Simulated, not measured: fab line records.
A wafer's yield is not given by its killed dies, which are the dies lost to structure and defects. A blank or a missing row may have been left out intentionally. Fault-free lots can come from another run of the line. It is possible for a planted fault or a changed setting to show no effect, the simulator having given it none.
Which tool did it?    flow nand harc    39 wafers from 13 lots sampled at 5 of the route's 1159 steps

WHAT THE GAUGES READ, wafer by wafer
NHARC_A_SIN_REMOVE_INSPECT_04. Usual: raw defect count 348, standard deviation 120.
lot   measured      on                 raw defect count  flag
L134  day 15 02:22  defect inspect-02  471 389 369       
L139  day 15 10:25  defect inspect-01  291 510 252       
L137  day 15 10:25  defect inspect-02  290 413 358       
L149  day 18 09:01  defect inspect-02  296 264 261       
L148  day 18 15:27  defect inspect-01  245 344 356       
L153  day 19 04:08  defect inspect-02  365 367 358       
L150  day 19 04:07  defect inspect-01  493 454 302       
L151  day 19 04:07  defect inspect-02  364 502 348       
L154  day 19 14:41  defect inspect-02  290 252 374       
L152  day 20 01:18  defect inspect-01  436 486 484       
L156  day 20 01:18  defect inspect-02  259 229 228       
L155  day 20 01:19  defect inspect-01  285 256 312       
L157  day 20 16:23  defect inspect-02  212 290 215       

NHARC_END_SORT_01. Usual: killed at array 25, standard deviation 9.2; killed at other 0.9, standard deviation 1.3; killed at periphery 3.3, standard deviation 2.3; killed dies 29, standard deviation 9.6; killed open 3.2, standard deviation 1.8; killed short 2, standard deviation 1.4.
lot   measured      on         killed at array  killed at other  killed at periphery  killed dies  killed open  killed short  flag
L150  day 24 00:28  prober-01  25 37 36         0 1 0            5 3 2                30 41 38     2 1 3        3 3 2         

TOOL THAT RAN EACH LOT (tool first, then ch and the chambers of the sampled wafers, then the start)
lot   NHARC_A_SLIT_ETCH_24                NHARC_A_WL_FILL_ALD_00            NHARC_A_WL_FILL_ALD_10
L134  rie diel-09 ch 0,2,3, day 14 15:25  ald hk-04 ch 0,2,3, day 15 02:26  ald hk-03 ch 0,1,2, day 15 12:57
L139  rie diel-01 ch 0,3, day 14 23:10    ald hk-03 ch 0,2, day 15 11:10    ald hk-03 ch 0,2,3, day 15 21:19
L137  rie diel-07 ch 0,3, day 14 23:31    ald hk-03 ch 0,1,2, day 15 11:01  ald hk-01 ch 1,2,3, day 15 20:47
L149  rie diel-01 ch 0,1,3, day 17 16:53  ald hk-03 ch 1,2,3, day 18 10:08  ald hk-04 ch 0,1,3, day 19 00:31
L148  rie diel-09 ch 1,2,3, day 18 04:26  ald hk-01 ch 0,1,2, day 18 18:35  ald hk-04 ch 1,2,3, day 19 04:41
L153  rie diel-01 ch 1,3, day 18 17:04    ald hk-04 ch 0,1,3, day 19 04:31  ald hk-03 ch 0,3, day 19 19:35
L150  rie diel-07 ch 0,1,2, day 18 17:06  ald hk-04 ch 1,2, day 19 04:21    ald hk-03 ch 0,2,3, day 19 17:23
L151  rie diel-09 ch 1,2,3, day 18 17:08  ald hk-04 ch 1,2,3, day 19 04:11  ald hk-01 ch 0,1,2, day 19 16:53
L154  rie diel-07 ch 0,1,2, day 19 03:36  ald hk-03 ch 0,2,3, day 19 14:47  ald hk-03 ch 0,1,2, day 20 03:31
L152  rie diel-07 ch 0,3, day 19 08:40    ald hk-03 ch 0,2,3, day 20 01:27  ald hk-04 ch 0,1, day 20 11:51
L156  rie diel-09 ch 1,2,3, day 19 08:54  ald hk-01 ch 1,2, day 20 01:24    ald hk-01 ch 1,2, day 20 11:20
L155  rie diel-09 ch 0,1,3, day 19 10:05  ald hk-04 ch 0,1,3, day 20 01:24  ald hk-03 ch 0,1,2, day 20 11:20
L157  rie diel-09 ch 1,3, day 20 05:31    ald hk-04 ch 0,1, day 20 16:28    ald hk-03 ch 1,2,3, day 21 09:38
- NHARC_A_SLIT_ETCH_24: etches the open film in CF4/CHF3, target depth 121 nm, time 60.5 s.
- NHARC_A_WL_FILL_ALD_00: deposits Al2O3, target thk 3 nm, pulse time 3 s, ald cycles 30.
- NHARC_A_WL_FILL_ALD_10: deposits SiO2, target thk 50 nm, pulse time 10 s, ald cycles 500.

AS READ BY THE TOOLS THEMSELVES (means over the sampled wafers that have a number; for cases with no such wafer, the mark the record gives instead)
NHARC_A_SLIT_ETCH_24. Usual: drypump motor current A 5.6 A, standard deviation 0.51; oes product au 0.960 a.u., standard deviation 0.015; rf vpp V 370 V, standard deviation 3; showerhead plenum p Torr 1.56 Torr, standard deviation 0.084; throttle valve pct 16.803 %, standard deviation 0.0092.
lot   tool         drypump motor current A (A)  oes product au (a.u.)  rf vpp V (V)  showerhead plenum p Torr (Torr)  throttle valve pct (%)  flag
L134  rie diel-09  5.2                          0.974                  370           1.54                             16.803                  
L139  rie diel-01  5.6                          0.978                  368           1.52                             16.808                  
L137  rie diel-07  6.3                          0.944                  368           1.54                             16.804                  
L149  rie diel-01  5.6                          0.956                  368           1.53                             16.800                  
L148  rie diel-09  5.2                          0.948                  370           1.58                             16.795                  
L153  rie diel-01  5.5                          0.937                  370           1.53                             16.806                  
L150  rie diel-07  5.5                          0.963                  372           1.63                             16.806                  
L151  rie diel-09  5.2                          0.959                  372           1.58                             16.805                  
L154  rie diel-07  5.4                          0.967                  373           1.63                             16.803                  
L152  rie diel-07  5.9                          0.942                  371           1.60                             16.807                  
L156  rie diel-09  5.2                          0.948                  371           1.58                             16.796                  
L155  rie diel-09  5.1                          0.967                  371           1.58                             16.804                  
L157  rie diel-09  5.1                          0.964                  372           1.61                             16.787                  

NHARC_A_WL_FILL_ALD_00. Usual: heater power w 477 W, standard deviation 54; precursor pulse height rel 0.999, standard deviation 0.02.
lot   tool       heater power w (W)  precursor pulse height rel  flag
L134  ald hk-04  486                 0.995                       
L139  ald hk-03  495                 1.002                       
L137  ald hk-03  470                 0.998                       
L149  ald hk-03  485                 1.001                       
L148  ald hk-01  463                 1.004                       
L153  ald hk-04  444                 0.974                       
L150  ald hk-04  418                 1.000                       
L151  ald hk-04  451                 1.006                       
L154  ald hk-03  514                 0.983                       
L152  ald hk-03  511                 0.984                       
L156  ald hk-01  502                 1.004                       
L155  ald hk-04  440                 0.995                       
L157  ald hk-04  465                 0.981                       

NHARC_A_WL_FILL_ALD_10. Usual: heater power w 477 W, standard deviation 51; precursor pulse height rel 1.004, standard deviation 0.02.
lot   tool       heater power w (W)  precursor pulse height rel  flag
L134  ald hk-03  472                 0.999                       
L139  ald hk-03  512                 1.006                       
L137  ald hk-01  492                 1.011                       
L149  ald hk-04  438                 1.012                       
L148  ald hk-04  442                 0.995                       
L153  ald hk-03  519                 1.007                       
L150  ald hk-03  514                 0.988                       
L151  ald hk-01  456                 1.021                       
L154  ald hk-03  473                 0.989                       
L152  ald hk-04  426                 1.005                       
L156  ald hk-01  466                 0.990                       
L155  ald hk-03  478                 1.012                       
L157  ald hk-03  484                 1.012                       

THE ANSWER, worked out from the rows above alone
Rule: take the mean of a lot's wafers that have a number; if it is more than 3 standard deviations from the usual mean, the lot is off. Also off: a lot with no number at a reading for which 4 or more lots have one. Any other lot the step has rows for is counted as sound. First the gauges in route order, then the tools' own readings, where a lot's mean is used as printed above. At the first step where some lot is off, the reading lying furthest off is the one used; lots without a number count as furthest.
No lot is off on any of the readings shown, so nothing can be concluded from this.

WHAT WAS PUT IN BY THE SIMULATOR
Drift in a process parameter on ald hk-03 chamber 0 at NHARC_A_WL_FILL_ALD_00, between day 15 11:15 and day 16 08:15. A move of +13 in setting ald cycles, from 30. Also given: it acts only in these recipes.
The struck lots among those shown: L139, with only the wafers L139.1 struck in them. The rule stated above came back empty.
